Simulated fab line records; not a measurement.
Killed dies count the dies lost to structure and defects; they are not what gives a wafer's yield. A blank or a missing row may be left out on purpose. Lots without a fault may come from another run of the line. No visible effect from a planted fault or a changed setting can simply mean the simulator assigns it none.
Chamber matching || flow n5Finfet || N5_MOL_CONTACT_COAG_ALD_133 on aldSin-04 has 4 sister chambers
The step deposits SiO2, target thk 5 nm, pulse time 1 s, co reactant pulse time 1 s. 8 wafers are shown with their chamber, then 10 later ones without.

## WAFERS, EACH WITH ITS CHAMBER
{"wafer": "L082.6", "chamber": 2, "heaterPowerW (W)": 67, "precursorPulseHeightRel": 1.025}
{"wafer": "L083.5", "chamber": 0, "heaterPowerW (W)": 65, "precursorPulseHeightRel": 1.007}
{"wafer": "L083.6", "chamber": 1, "heaterPowerW (W)": 69, "precursorPulseHeightRel": 0.970}
{"wafer": "L087.1", "chamber": 3, "heaterPowerW (W)": 72, "precursorPulseHeightRel": 0.998}
{"wafer": "L087.2", "chamber": 1, "heaterPowerW (W)": 72, "precursorPulseHeightRel": 1.005}
{"wafer": "L087.3", "chamber": 0, "heaterPowerW (W)": 63, "precursorPulseHeightRel": 1.000}
{"wafer": "L087.4", "chamber": 2, "heaterPowerW (W)": 65, "precursorPulseHeightRel": 1.017}
{"wafer": "L087.5", "chamber": 3, "heaterPowerW (W)": 70, "precursorPulseHeightRel": 1.006}

## WAFERS WITHOUT THEIR CHAMBER
{"wafer": "L087.6", "heaterPowerW (W)": 67, "precursorPulseHeightRel": 1.006}
{"wafer": "L091.1", "heaterPowerW (W)": 64, "precursorPulseHeightRel": 0.993}
{"wafer": "L091.3", "heaterPowerW (W)": 71, "precursorPulseHeightRel": 0.982}
{"wafer": "L091.4", "heaterPowerW (W)": 68, "precursorPulseHeightRel": 0.961}
{"wafer": "L097.1", "heaterPowerW (W)": 71, "precursorPulseHeightRel": 1.003}
{"wafer": "L097.2", "heaterPowerW (W)": 64, "precursorPulseHeightRel": 0.992}
{"wafer": "L097.6", "heaterPowerW (W)": 64, "precursorPulseHeightRel": 1.062}
{"wafer": "L094.1", "heaterPowerW (W)": 73, "precursorPulseHeightRel": 0.998}
{"wafer": "L094.2", "heaterPowerW (W)": 70, "precursorPulseHeightRel": 0.975}
{"wafer": "L094.6", "heaterPowerW (W)": 68, "precursorPulseHeightRel": 0.991}

## WHICH CHAMBER EACH ONE RAN IN
{"wafer": "L087.6", "from the rows above": "can't be placed: 2 or 0 or 3 or 1", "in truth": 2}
{"wafer": "L091.1", "from the rows above": "can't be placed: 0 or 2", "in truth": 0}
{"wafer": "L091.3", "from the rows above": "can't be placed: 1 or 3", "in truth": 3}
{"wafer": "L091.4", "from the rows above": "can't be placed: 1 or 3 or 0", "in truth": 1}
{"wafer": "L097.1", "from the rows above": "can't be placed: 3 or 1", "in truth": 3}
{"wafer": "L097.2", "from the rows above": "can't be placed: 0 or 2", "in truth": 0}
{"wafer": "L097.6", "from the rows above": "can't be placed: 2 or 0", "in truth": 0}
{"wafer": "L094.1", "from the rows above": "can't be placed: 3 or 1", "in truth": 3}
{"wafer": "L094.2", "from the rows above": "can't be placed: 1 or 3", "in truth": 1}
{"wafer": "L094.6", "from the rows above": "can't be placed: 1 or 3 or 2 or 0", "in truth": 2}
Correct placement for 0 of the 10. Not placeable from these rows: 10 (in 10, the candidates include the true chamber). Number placed wrongly: 0.
How it was worked out, from the rows above alone: a wafer's distance from a chamber is the root of the sum, over the readings, of the square of ((its reading less the chamber's mean) divided by the reading's scatter). The wafer belongs to the nearest chamber; if the next one is less than 2 further off, it can't be placed. The mean given for a chamber averages the wafers shown for that chamber. The scatter: the root of (the sum of the squares of (reading less its chamber's mean) over the shown wafers, divided by (wafers less chambers)).
